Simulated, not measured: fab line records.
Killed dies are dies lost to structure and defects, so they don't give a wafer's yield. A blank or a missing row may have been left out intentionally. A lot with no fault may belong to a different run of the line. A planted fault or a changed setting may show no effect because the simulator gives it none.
fab line records	flow nand-harc
[record] lots = 24	wafers = 72	last-day = 34
route steps=1302 shown P_ZERO_WELL@44 P_GATE@150 P_CONTACT@247 P_M1@316
lots untouched by any fault: they come from a run of this same line in which no faults occurred
start-h: start of the lot's first displayed wafer, in hours after the record's first day	wait-h: time in hours since the lot's previous step	" the same as in the row above	L1.1+2: one row covering several wafers at once	- no value, or no start given	* or withheld: withheld	< > ~ a bound
route shown NAME@n: a module of which the file shows steps, and the number in the route of the first	usual: mean/standard deviation of fault-free wafers	same: alike in all rows	chamber/n: place in a boat	sites: the reading at each site	_std_site: how widely they spread, as a standard deviation	_edge_site: outer sites' mean less inner sites'	radius-mm: how far each site lies from the wafer's centre	mask NAME#n: copy n	behind: the last tool/chamber to shape the wafer	hold: cause of the lot's hold/its duration in hours/its outcome	device: the transistor (n, p or np) that didn't switch	end of line: the tests these same wafers got at the end of their route	a step without rows: its recipe alone	killed: not the wafer's yield, but the dies lost to structure and defects at the first sort	map: shows each die of a wafer: x if killed, . if not, _ if none is there
set.NAME: the setting as run; set.NAME@STEP: as run at that earlier step	model.NAME: the simulator's own value behind a step, which no gauge read
a sample of lots followed through the steps of the route, with each step as a table and each wafer as a row
services: a tool's chamber out of use, with start hour (start-h, from the record's first day; less than 0 if before it), hours out, and reason
[[steps]]
[step NHARC_P_ZERO_WELL_CD_MEAS_37]
[recipe] target-cd-nm = 720	landing-energy-ev = 500
[usual] cd-nm = 719.9/1.2
lot.wafer	tool	chamber	start-h	wait-h	cd-nm
L074.3	cd-sem-01	0	24.02	-	719.5
L074.5	"	0	"	"	720.5
L074.6	"	0	"	"	719.5
L075.2	cd-sem-03	0	34.28	-	720.3
L075.5	"	0	"	"	721.1
L075.6	"	0	"	"	722.0
L076.2	cd-sem-02	0	44.75	-	719.7
L076.3	"	0	"	"	719.5
L076.6	"	0	"	"	719.5
L077.2	cd-sem-02	0	54.07	-	719.4
L077.5	"	0	"	"	719.0
L077.6	"	0	"	"	720.5
L078.1	cd-sem-03	0	64.22	-	718.7
L078.4	"	0	"	"	719.4
L078.6	"	0	"	"	719.7
L079.1	cd-sem-01	0	74.09	-	720.3
L079.3	"	0	"	"	718.8
L079.5	"	0	"	"	719.4
L080.1	cd-sem-01	0	84.13	-	718.8
L080.2	"	0	"	"	719.7
L080.3	"	0	"	"	720.0
L081.1	cd-sem-01	0	94.20	-	718.3
L081.3	"	0	"	"	718.5
L081.6	"	0	"	"	718.7
L082.2	cd-sem-01	0	104.16	-	719.4
L082.4	"	0	"	"	718.9
L082.6	"	0	"	"	719.6
L083.2	cd-sem-01	0	114.26	-	719.1
L083.4	"	0	"	"	719.4
L083.5	"	0	"	"	719.2
L084.1	cd-sem-01	0	124.17	-	721.6
L084.2	"	0	"	"	719.6
L084.4	"	0	"	"	720.0
L085.2	cd-sem-01	0	134.07	-	720.8
L085.3	"	0	"	"	721.6
L085.4	"	0	"	"	720.1
L086.2	cd-sem-01	0	144.29	-	720.3
L086.4	"	0	"	"	722.5
L086.5	"	0	"	"	722.0
L087.1	cd-sem-01	0	153.91	-	720.1
L087.2	"	0	"	"	721.3
L087.3	"	0	"	"	719.5
L088.1	cd-sem-03	0	164.09	-	716.9
L088.2	"	0	"	"	718.7
L088.3	"	0	"	"	717.2
L089.1	cd-sem-02	0	174.24	-	718.5
L089.2	"	0	"	"	716.4
L089.5	"	0	"	"	719.3
L090.2	cd-sem-02	0	183.86	-	719.7
L090.5	"	0	"	"	719.2
L090.6	"	0	"	"	722.2
L091.1	cd-sem-01	0	194.23	-	720.0
L091.3	"	0	"	"	721.0
L091.5	"	0	"	"	721.4
L092.1	cd-sem-03	0	204.24	-	720.6
L092.4	"	0	"	"	720.5
L092.6	"	0	"	"	719.8
L093.2	cd-sem-02	0	214.60	-	720.8
L093.3	"	0	"	"	720.3
L093.5	"	0	"	"	720.4
L094.3	cd-sem-03	0	224.11	-	720.3
L094.4	"	0	"	"	720.0
L094.6	"	0	"	"	718.4
L095.1	cd-sem-02	0	234.45	-	720.3
L095.4	"	0	"	"	719.8
L095.5	"	0	"	"	719.4
L096.2	cd-sem-02	0	244.10	-	719.3
L096.3	"	0	"	"	718.5
L096.6	"	0	"	"	718.5
L097.3	cd-sem-02	0	254.36	-	719.4
L097.4	"	0	"	"	720.6
L097.6	"	0	"	"	720.5
[step NHARC_P_GATE_STRIP_108]
[recipe] o2-flow-sccm = 500	ar-flow-sccm = 0	bias-w = 0	chemistry = O2
[usual] drypump-motor-current-A = 5.6/0.49	oes-product-au = 1.002/0.0072	rf-vpp-V = 57.6/0.84	showerhead-plenum-p-Torr = 3.45/0.13	throttle-valve-pct = 17.036/0.0093
lot.wafer	tool	chamber	start-h	wait-h	drypump-motor-current-A	oes-product-au	rf-hours-counter-h	rf-vpp-V	showerhead-plenum-p-Torr	throttle-valve-pct
L074.3	rie-diel-06	3	99.81	-	5.5	1.003	8.3	56.7	3.31	17.033
L074.5	"	3	"	"	5.5	1.006	-	58.3	3.31	17.044
L074.6	"	0	"	"	5.5	1.016	-	58.4	3.34	17.018
L076.2	rie-diel-13	2	114.05	-	5.0	1.001	8.1	57.2	3.55	17.040
L076.3	"	0	"	"	5.1	0.999	5.4	56.5	3.39	17.030
L076.6	"	1	"	"	5.2	1.002	-	57.7	3.41	17.026
L075.2	rie-diel-13	1	114.68	-	5.2	0.993	6.8	57.0	3.41	17.042
L075.6	"	3	"	"	6.4	0.989	-	57.5	3.32	17.031
L075.5	"	0	"	"	5.1	0.985	-	57.4	3.38	17.037
L077.2	rie-diel-06	3	125.56	-	5.5	0.993	9.5	57.4	3.31	17.048
L077.6	"	2	"	"	5.0	1.003	-	57.3	3.60	17.035
L077.5	"	3	"	"	5.5	0.993	-	57.8	3.31	17.041
L078.4	rie-diel-08	2	136.87	-	6.0	1.005	7.5	55.1	3.34	17.029
L078.1	"	3	"	"	6.2	1.006	7.2	59.6	3.50	17.036
L078.6	"	0	"	"	5.4	1.004	-	59.0	3.61	17.026
L079.3	rie-diel-13	3	148.84	-	6.4	1.000	8.2	57.8	3.32	17.056
L079.1	"	0	"	"	5.1	1.004	6.9	59.3	3.38	17.039
L079.5	"	3	"	"	6.3	1.001	-	56.2	3.32	17.025
L080.3	rie-diel-06	2	157.54	-	5.0	1.010	2.4	59.3	3.60	17.037
L080.2	"	0	"	"	5.5	1.011	1.9	57.7	3.34	17.055
L080.1	"	1	"	"	6.5	0.993	1.9	57.5	3.36	17.040
L081.3	rie-diel-06	3	172.45	-	5.5	1.007	1.0	58.2	3.31	17.033
L081.1	"	1	"	"	6.4	1.010	3.9	56.7	3.36	17.037
L081.6	"	3	"	"	5.5	0.996	-	57.7	3.31	17.036
L082.4	rie-diel-06	2	172.95	-	5.0	1.003	4.4	57.3	3.60	17.047
L082.2	"	3	"	"	5.5	1.000	1.0	56.1	3.31	17.037
L082.6	"	1	"	"	6.4	0.993	-	58.2	3.36	17.038
L083.4	rie-diel-08	0	187.08	-	5.4	1.006	10.0	58.1	3.60	17.036
L083.2	"	3	"	"	6.2	0.994	10.8	59.4	3.49	17.040
L083.5	"	1	"	"	5.4	0.996	-	58.8	3.69	17.034
L084.1	rie-diel-13	3	195.92	-	6.4	1.004	2.3	56.0	3.32	17.031
L084.2	"	0	"	"	5.1	1.000	1.9	58.0	3.38	17.031
L084.4	"	1	"	"	5.2	0.999	1.5	57.1	3.40	17.024
L085.4	rie-diel-13	2	209.52	-	5.0	1.006	2.5	57.9	3.55	17.038
L085.3	"	3	"	"	6.3	0.996	3.1	58.6	3.32	17.023
L085.2	"	0	"	"	5.1	1.005	2.8	58.0	3.38	17.045
L086.2	rie-diel-08	0	213.36	-	5.4	1.007	0.2	58.3	3.60	17.046
L086.4	"	2	"	"	6.0	1.001	0.2	57.1	3.34	17.040
L086.5	"	1	"	"	5.4	1.007	-	57.7	3.69	17.034
L087.3	rie-diel-06	0	225.93	-	5.5	1.009	6.5	57.8	3.34	17.025
L087.2	"	1	"	"	6.4	1.000	6.6	57.8	3.36	17.044
L087.1	"	2	"	"	5.0	0.997	6.7	58.3	3.60	17.045
L088.1	rie-diel-06	1	242.82	-	6.4	1.009	7.2	56.8	3.36	17.040
L088.3	"	2	"	"	5.0	1.011	7.5	59.6	3.60	17.050
L088.2	"	3	"	"	5.5	1.005	4.1	57.2	3.31	17.004
L089.1	rie-diel-13	1	243.57	-	5.2	1.013	4.2	58.5	3.40	17.041
L089.2	"	0	"	"	5.1	1.005	4.8	58.3	3.38	17.027
L089.5	"	2	"	"	5.0	0.986	-	57.3	3.54	17.041
L090.2	rie-diel-08	0	256.51	-	5.4	1.005	2.6	58.0	3.60	17.045
L090.5	"	0	"	"	5.4	0.992	-	57.2	3.60	17.021
L090.6	"	1	"	"	5.4	0.999	-	58.3	3.69	17.025
L091.1	rie-diel-06	0	268.92	-	5.5	0.997	8.4	56.1	3.34	17.025
L091.3	"	2	"	"	5.0	1.012	9.0	57.2	3.60	17.026
L091.5	"	3	"	"	5.5	1.005	-	57.2	3.31	17.031
L092.1	rie-diel-08	3	282.62	-	6.2	1.005	4.8	57.3	3.49	17.042
L092.4	"	0	"	"	5.4	0.995	5.2	59.1	3.60	17.020
L092.6	"	2	"	"	6.0	1.002	-	57.1	3.34	17.030
L093.3	rie-diel-06	3	287.29	-	5.5	1.011	8.3	57.9	3.30	17.037
L093.2	"	1	"	"	6.4	0.987	10.6	57.4	3.36	17.041
L093.5	"	2	"	"	5.0	0.996	-	58.1	3.60	17.046
L094.3	rie-diel-08	2	295.08	-	6.0	1.011	5.4	57.4	3.34	17.028
L094.4	"	1	"	"	5.4	1.008	5.6	57.2	3.68	17.044
L094.6	"	2	"	"	6.0	1.009	-	58.2	3.34	17.026
L095.1	rie-diel-08	2	303.31	-	6.0	1.014	5.9	57.6	3.34	17.037
L095.4	"	3	"	"	6.2	1.010	6.1	57.3	3.49	17.031
L095.5	"	3	"	"	6.2	0.998	-	57.2	3.49	17.032
L097.4	rie-diel-08	0	325.13	-	5.4	0.991	8.7	57.6	3.60	17.039
L097.3	"	1	"	"	5.5	0.998	8.3	56.5	3.68	17.039
L097.6	"	3	"	"	6.2	1.014	-	59.0	3.49	17.035
L096.2	rie-diel-06	3	349.21	-	5.5	0.994	2.5	56.9	3.30	17.044
L096.3	"	1	"	"	6.4	0.998	2.3	57.5	3.35	17.040
L096.6	"	3	"	"	5.5	1.011	-	56.0	3.30	17.024
[step NHARC_P_GATE_CD_MEAS_91]
[recipe] target-cd-nm = 2000	landing-energy-ev = 500
[usual] cd-nm = 2000.8/1.5
lot.wafer	tool	chamber	start-h	wait-h	cd-nm
L074.3	cd-sem-03	0	114.65	-	1998.1
L074.5	"	0	"	"	1998.4
L074.6	"	0	"	"	1999.1
L076.2	cd-sem-03	0	128.52	-	2001.1
L076.3	"	0	"	"	2001.8
L076.6	"	0	"	"	2000.9
L075.2	cd-sem-03	0	129.19	-	2001.6
L075.5	"	0	"	"	2002.1
L075.6	"	0	"	"	2000.4
L077.2	cd-sem-03	0	140.11	-	2000.7
L077.5	"	0	"	"	2000.7
L077.6	"	0	"	"	2000.3
L078.1	cd-sem-01	0	153.47	-	1998.5
L078.4	"	0	"	"	2000.1
L078.6	"	0	"	"	1999.7
L079.1	cd-sem-02	0	163.77	-	2001.8
L079.3	"	0	"	"	2000.8
L079.5	"	0	"	"	2001.2
L080.1	cd-sem-03	0	171.91	-	2001.3
L080.2	"	0	"	"	2000.8
L080.3	"	0	"	"	2001.2
L081.1	cd-sem-03	0	186.90	-	2001.9
L081.3	"	0	"	"	2002.2
L081.6	"	0	"	"	2000.0
L082.2	cd-sem-03	0	187.87	-	2001.8
L082.4	"	0	"	"	2001.0
L082.6	"	0	"	"	2001.1
L083.2	cd-sem-03	0	201.48	-	2000.2
L083.4	"	0	"	"	2000.7
L083.5	"	0	"	"	2001.0
L084.1	cd-sem-01	0	210.33	-	1999.6
L084.2	"	0	"	"	2000.3
L084.4	"	0	"	"	1998.2
L085.2	cd-sem-01	0	224.13	-	1999.5
L085.3	"	0	"	"	1998.1
L085.4	"	0	"	"	1999.1
L086.2	cd-sem-03	0	227.85	-	2003.3
L086.4	"	0	"	"	2002.6
L086.5	"	0	"	"	2002.8
L087.1	cd-sem-02	0	240.45	-	2000.2
L087.2	"	0	"	"	2004.3
L087.3	"	0	"	"	2000.5
L089.1	cd-sem-03	0	259.05	-	2003.6
L089.2	"	0	"	"	2002.2
L089.5	"	0	"	"	2004.9
L088.1	cd-sem-02	0	263.41	-	2002.9
L088.2	"	0	"	"	2000.7
L088.3	"	0	"	"	2003.1
L090.2	cd-sem-02	0	271.21	-	1999.6
L090.5	"	0	"	"	2000.0
L090.6	"	0	"	"	2000.0
L091.1	cd-sem-01	0	283.27	-	2001.7
L091.3	"	0	"	"	2001.9
L091.5	"	0	"	"	2001.4
L092.1	cd-sem-03	0	297.04	-	2000.0
L092.4	"	0	"	"	1999.8
L092.6	"	0	"	"	1999.5
L093.2	cd-sem-01	0	301.57	-	2002.7
L093.3	"	0	"	"	2001.7
L093.5	"	0	"	"	2001.7
L094.3	cd-sem-02	0	311.71	-	2000.9
L094.4	"	0	"	"	1999.5
L094.6	"	0	"	"	2000.2
L095.1	cd-sem-01	0	317.95	-	1999.2
L095.4	"	0	"	"	1999.2
L095.5	"	0	"	"	1999.9
L097.3	cd-sem-01	0	340.03	-	2001.0
L097.4	"	0	"	"	2001.4
L097.6	"	0	"	"	2001.2
L096.2	cd-sem-01	0	365.66	-	2002.0
L096.3	"	0	"	"	1998.9
L096.6	"	0	"	"	2000.7
[step NHARC_P_CONTACT_ALD_22]
[recipe] target-thk-a = 30	pulse-time-s = 1	ald-cycles = 150	temp-c = 450	material = TiN
[usual] heater-power-outer-w = 686/90	heater-power-w = 1053/120	precursor-pulse-height-rel = 0.998/0.021
lot.wafer	tool	chamber	start-h	wait-h	heater-power-outer-w	heater-power-w	precursor-pulse-height-rel
L074.3	ald-metal-01	0	121.29	-	807	1274	0.996
L074.5	"	0	"	"	840	1208	1.017
L074.6	"	1	"	"	554	887	0.960
L076.2	ald-metal-03	0	135.21	-	564	834	1.002
L076.3	"	1	"	"	769	1171	0.973
L076.6	"	3	"	"	751	1099	0.965
L075.2	ald-metal-01	0	135.90	-	835	1260	1.013
L075.5	"	0	"	"	831	1256	1.014
L075.6	"	1	"	"	579	879	1.002
L077.2	ald-metal-02	2	147.19	-	623	970	0.996
L077.5	"	2	"	"	612	973	0.996
L077.6	"	3	"	"	631	992	0.986
L078.1	ald-metal-01	2	160.11	-	800	1205	1.011
L078.4	"	3	"	"	708	1162	1.031
L078.6	"	0	"	"	826	1261	1.003
L079.3	ald-metal-02	1	170.60	-	657	1049	0.980
L079.1	"	2	"	"	612	985	0.997
L079.5	"	0	"	"	607	995	0.979
L080.3	ald-metal-02	0	178.52	-	621	989	0.951
L080.2	"	1	"	"	677	1007	0.997
L080.1	"	2	"	"	611	969	0.985
L081.1	ald-metal-01	3	193.77	-	655	1074	1.012
L081.3	"	0	"	"	861	1277	0.989
L081.6	"	3	"	"	651	1062	0.996
L082.4	ald-metal-02	3	194.58	-	631	956	1.019
L082.2	"	1	"	"	665	992	0.995
L082.6	"	0	"	"	603	1014	0.980
L083.2	ald-metal-01	1	208.15	-	572	886	0.994
L083.4	"	0	"	"	855	1296	1.010
L083.5	"	2	"	"	750	1154	1.002
L084.4	ald-metal-02	2	217.06	-	631	975	0.984
L084.2	"	0	"	"	617	983	1.007
L084.1	"	1	"	"	669	1007	0.977
L085.4	ald-metal-03	1	230.68	-	768	1117	1.008
L085.3	"	2	"	"	764	1130	0.988
L085.2	"	3	"	"	721	1042	0.982
L086.2	ald-metal-01	3	234.44	-	651	1073	1.024
L086.4	"	0	"	"	891	1260	0.981
L086.5	"	3	"	"	657	1056	0.997
L087.3	ald-metal-02	3	247.16	-	637	980	0.991
L087.2	"	1	"	"	671	1039	1.006
L087.1	"	2	"	"	620	990	0.994
L089.1	ald-metal-01	3	265.98	-	664	1073	1.004
L089.2	"	0	"	"	863	1282	1.030
L089.5	"	0	"	"	861	1251	0.981
L088.1	ald-metal-03	1	270.23	-	765	1124	0.971
L088.2	"	2	"	"	781	1119	0.985
L088.3	"	0	"	"	562	863	0.997
L090.2	ald-metal-03	3	277.99	-	730	1060	1.001
L090.6	"	1	"	"	746	1150	0.993
L090.5	"	2	"	"	769	1134	1.003
L091.1	ald-metal-01	2	290.01	-	762	1140	1.020
L091.3	"	3	"	"	666	1077	0.984
L091.5	"	1	"	"	563	892	1.000
L092.1	ald-metal-02	2	303.72	-	629	986	0.992
L092.4	"	0	"	"	623	998	0.972
L092.6	"	3	"	"	615	997	1.001
L093.3	ald-metal-03	0	308.29	-	567	873	0.978
L093.2	"	2	"	"	781	1106	1.030
L093.5	"	0	"	"	563	872	1.034
L094.4	ald-metal-02	1	319.76	-	660	1035	1.034
L094.3	"	2	"	"	630	1025	1.001
L094.6	"	0	"	"	611	1042	0.992
L095.4	ald-metal-01	3	325.21	-	655	1088	0.984
L095.1	"	1	"	"	567	899	0.977
L095.5	"	2	"	"	768	1169	0.959
L097.4	ald-metal-02	3	346.64	-	636	965	1.023
L097.3	"	0	"	"	620	979	1.027
L097.6	"	3	"	"	640	983	0.957
L096.2	ald-metal-03	3	372.45	-	745	1041	1.024
L096.3	"	0	"	"	576	854	0.999
L096.6	"	1	"	"	776	1168	0.966
[step NHARC_P_CONTACT_CMP_24]
[recipe] t-overpolish-s = 30	target-thk-nm = 200
[usual] motor-current-A = 12.0/1.2	overpolish-run-s = 30.000/0.0085	pad-life-wafers = 161/110	slurry-flow-ml-min = 150.0/0.47	time-to-endpoint-s = 39.3/2.3
lot.wafer	tool	chamber	start-h	wait-h	motor-current-A	overpolish-run-s	pad-life-wafers	slurry-flow-ml-min	time-to-endpoint-s
L074.3	cmp-02	3	122.17	0.4	10.9	30.011	265	149.0	41.0
L074.5	"	2	"	"	10.8	29.992	-	149.6	38.8
L074.6	"	3	"	"	10.6	29.998	-	149.4	37.3
L076.2	cmp-03	3	136.10	0.5	11.8	30.005	284	149.6	37.7
L076.3	"	0	"	"	12.6	29.996	285	149.7	39.7
L076.6	"	2	"	"	12.6	29.997	-	150.5	36.8
L075.2	cmp-03	0	136.83	0.5	12.5	29.994	290	150.0	37.4
L075.5	"	2	"	"	12.7	29.997	-	150.5	34.3
L075.6	"	3	"	"	11.6	29.991	-	149.6	38.9
L077.2	cmp-03	0	148.04	0.6	12.7	29.996	336	149.8	37.2
L077.5	"	0	"	"	12.4	29.987	-	149.1	40.1
L077.6	"	1	"	"	10.5	29.988	-	150.1	39.8
L078.1	cmp-02	0	160.94	0.6	13.8	30.008	19	150.1	41.4
L078.4	"	1	"	"	11.7	30.005	20	150.3	43.3
L078.6	"	0	"	"	13.8	29.999	-	149.8	43.1
L079.3	cmp-03	3	171.43	0.3	11.2	29.993	12	150.4	38.2
L079.1	"	0	"	"	12.8	30.002	13	150.3	37.9
L079.5	"	3	"	"	11.5	30.013	-	150.0	39.1
L080.3	cmp-03	1	179.37	0.4	10.8	29.997	54	150.4	38.4
L080.1	"	2	"	"	14.0	30.002	55	149.9	36.5
L080.2	"	3	"	"	10.8	30.018	56	149.9	38.3
L081.1	cmp-03	3	194.63	0.5	11.7	30.005	90	150.5	41.6
L081.3	"	1	"	"	10.7	29.996	92	150.4	41.5
L081.6	"	3	"	"	10.6	29.999	-	150.1	40.9
L082.2	cmp-02	2	195.43	0.6	10.5	30.002	180	150.3	40.3
L082.4	"	1	"	"	11.9	30.001	183	149.2	39.2
L082.6	"	3	"	"	10.5	29.978	-	150.2	36.4
L083.2	cmp-01	1	209.05	0.5	11.1	30.008	74	150.2	42.0
L083.4	"	2	"	"	10.1	30.007	75	149.7	40.3
L083.5	"	0	"	"	13.7	30.019	-	149.7	41.2
L084.1	cmp-03	3	217.90	0.5	11.5	30.005	186	148.9	41.8
L084.2	"	0	"	"	13.3	30.002	187	150.8	42.2
L084.4	"	1	"	"	10.5	29.990	188	150.0	43.6
L085.3	cmp-01	0	231.54	0.3	13.5	30.000	174	150.1	43.5
L085.2	"	1	"	"	11.3	29.994	175	149.5	41.8
L085.4	"	3	"	"	13.3	30.000	177	151.0	40.1
L086.2	cmp-01	2	235.32	0.5	10.6	29.991	187	149.3	38.5
L086.4	"	0	"	"	12.9	30.001	189	150.2	39.7
L086.5	"	2	"	"	10.8	29.990	-	149.6	39.6
L087.2	cmp-01	2	248.02	0.5	11.0	29.993	246	149.0	39.9
L087.1	"	0	"	"	13.1	29.992	248	150.3	43.3
L087.3	"	1	"	"	10.7	29.997	249	150.1	44.4
L089.1	cmp-02	3	266.83	0.6	10.9	30.018	96	150.4	40.9
L089.2	"	1	"	"	10.7	29.984	98	149.6	41.9
L089.5	"	3	"	"	10.7	29.994	-	150.1	40.2
L088.3	cmp-01	0	271.83	0.3	13.3	29.995	360	149.5	40.2
L088.1	"	1	"	"	11.6	29.992	361	149.2	43.2
L088.2	"	2	"	"	10.7	29.999	362	149.8	37.5
L090.2	cmp-03	2	278.82	0.5	13.5	29.988	42	150.7	37.9
L090.6	"	2	"	"	12.9	30.000	-	150.0	38.4
L090.5	"	3	"	"	11.7	30.002	-	149.6	38.4
L091.1	cmp-03	2	290.86	0.6	13.4	30.006	97	150.1	36.0
L091.3	"	3	"	"	11.3	30.012	98	149.9	35.8
L091.5	"	2	"	"	13.5	30.014	-	150.5	35.9
L092.4	cmp-03	1	304.57	0.4	10.8	29.997	138	149.3	40.2
L092.1	"	2	"	"	13.2	30.009	139	149.9	34.4
L092.6	"	1	"	"	10.2	30.012	-	150.0	38.2
L093.2	cmp-01	3	309.12	0.5	13.2	30.012	96	149.7	37.8
L093.3	"	0	"	"	13.2	29.997	97	150.1	37.0
L093.5	"	0	"	"	13.8	30.006	-	149.8	37.1
L094.4	cmp-03	0	320.61	0.4	13.5	29.996	224	150.6	39.1
L094.3	"	1	"	"	11.2	29.993	225	150.4	43.9
L094.6	"	3	"	"	11.0	30.007	-	150.1	37.6
L095.4	cmp-02	1	326.06	0.3	11.4	30.002	319	149.9	37.9
L095.1	"	2	"	"	10.7	29.994	320	149.3	37.3
L095.5	"	1	"	"	12.4	29.992	-	150.5	37.3
L097.4	cmp-02	1	348.04	0.5	11.5	29.993	1	150.2	42.9
L097.3	"	2	"	"	10.4	30.007	2	150.3	41.6
L097.6	"	0	"	"	13.8	30.002	-	149.4	42.8
L096.3	cmp-02	2	373.26	0.4	10.9	30.014	72	150.4	35.6
L096.2	"	3	"	"	11.2	30.001	73	149.4	35.5
L096.6	"	3	"	"	10.5	30.006	-	150.2	34.2
[step NHARC_P_M1_PRE_CLEAN_32]
[recipe] time-s = 12	temp-c = 370	rf-power-w = 300	gas = NH3
[usual] heater-power-outer-w = 372/60	heater-power-w = 654/97
lot.wafer	tool	chamber	start-h	wait-h	heater-power-outer-w	heater-power-w
L074.3	pecvd-02	2	130.25	0.1	336	560
L074.5	"	0	"	"	422	730
L074.6	"	1	"	"	394	717
L076.2	pecvd-02	2	144.33	0.1	298	516
L076.3	"	0	"	"	450	763
L076.6	"	0	"	"	458	752
L075.2	pecvd-02	0	145.10	0.1	375	650
L075.5	"	1	"	"	419	737
L075.6	"	0	"	"	360	644
L077.2	pecvd-02	2	156.13	0.1	358	558
L077.5	"	0	"	"	462	760
L077.6	"	1	"	"	392	709
L078.1	pecvd-01	0	169.24	0.1	371	617
L078.6	"	0	"	"	381	608
L078.4	"	1	"	"	391	631
L079.3	pecvd-03	1	179.81	0.1	326	609
L079.1	"	0	"	"	346	641
L079.5	"	0	"	"	341	626
L080.1	pecvd-01	1	187.43	0.1	347	568
L080.3	"	2	"	"	372	583
L080.2	"	0	"	"	359	609
L081.3	pecvd-03	0	202.86	0.1	343	656
L081.1	"	1	"	"	319	616
L081.6	"	0	"	"	358	659
L082.2	pecvd-02	2	203.69	0.1	313	530
L082.4	"	1	"	"	349	626
L082.6	"	0	"	"	376	666
L083.2	pecvd-01	2	217.30	0.1	384	652
L083.4	"	2	"	"	387	637
L083.5	"	2	"	"	396	646
L084.2	pecvd-03	0	226.09	0.1	299	589
L084.1	"	1	"	"	351	676
L084.4	"	0	"	"	305	579
L085.2	pecvd-03	0	239.88	0.1	280	546
L085.3	"	2	"	"	482	828
L085.4	"	0	"	"	274	555
L086.2	pecvd-03	0	243.39	0.1	263	532
L086.5	"	0	"	"	273	552
L086.4	"	2	"	"	515	886
L087.2	pecvd-03	1	256.52	0.1	353	664
L087.3	"	2	"	"	488	842
L087.1	"	0	"	"	357	658
L089.2	pecvd-03	2	274.87	0.1	507	847
L089.1	"	0	"	"	284	578
L089.5	"	1	"	"	321	607
L088.1	pecvd-01	1	280.68	0.2	351	567
L088.3	"	2	"	"	420	690
L088.2	"	0	"	"	364	601
L090.2	pecvd-03	2	287.20	0.1	474	821
L090.5	"	2	"	"	455	824
L090.6	"	0	"	"	307	591
L091.3	pecvd-01	2	302.54	0.1	354	596
L091.1	"	0	"	"	374	617
L091.5	"	0	"	"	383	603
L092.1	pecvd-03	2	312.73	0.1	428	769
L092.4	"	0	"	"	348	640
L092.6	"	2	"	"	425	788
L093.3	pecvd-03	0	317.29	0.1	284	570
L093.2	"	1	"	"	371	657
L093.5	"	1	"	"	379	676
L094.3	pecvd-02	1	328.71	0.1	363	659
L094.6	"	1	"	"	362	667
L094.4	"	2	"	"	308	513
L095.1	pecvd-02	0	334.34	0.1	413	685
L095.5	"	2	"	"	371	602
L095.4	"	0	"	"	397	698
L097.3	pecvd-02	2	356.43	0.1	320	521
L097.4	"	2	"	"	303	509
L097.6	"	0	"	"	419	714
L096.2	pecvd-03	0	382.06	0.1	284	556
L096.3	"	1	"	"	273	542
L096.6	"	0	"	"	283	544
[[services]]
tool	chamber	start-h	hours	kind
ald-metal-02	-	76.00	10.0	pm
pecvd-02	0	81.44	5.2	repair
cmp-03	-	95.57	0.8	repair
rie-diel-06	-	126.38	0.3	repair
rie-diel-06	-	130.20	9.0	pm
rie-diel-06	3	141.87	29.6	repair
cmp-03	-	162.84	4.0	pm
ald-metal-01	2	166.25	17.3	repair
ald-metal-01	-	170.00	10.0	pm
pecvd-03	-	185.11	13.0	pm
cmp-03	-	189.13	4.5	repair
ald-metal-01	1	237.75	8.9	repair
ald-metal-02	-	254.00	10.0	pm
cmp-03	-	260.84	4.0	pm
rie-diel-06	-	307.20	9.0	pm
ald-metal-02	3	328.15	4.1	repair
cmp-03	-	336.58	4.1	repair
ald-metal-01	-	348.00	10.0	pm
cmp-03	-	358.84	4.0	pm
ald-metal-02	2	361.95	1.8	repair
pecvd-03	-	366.24	13.0	pm
ald-metal-02	3	378.22	3.8	repair
cmp-03	-	378.24	2.0	repair
ald-metal-01	-	379.04	0.4	repair
[[key]]
fault none
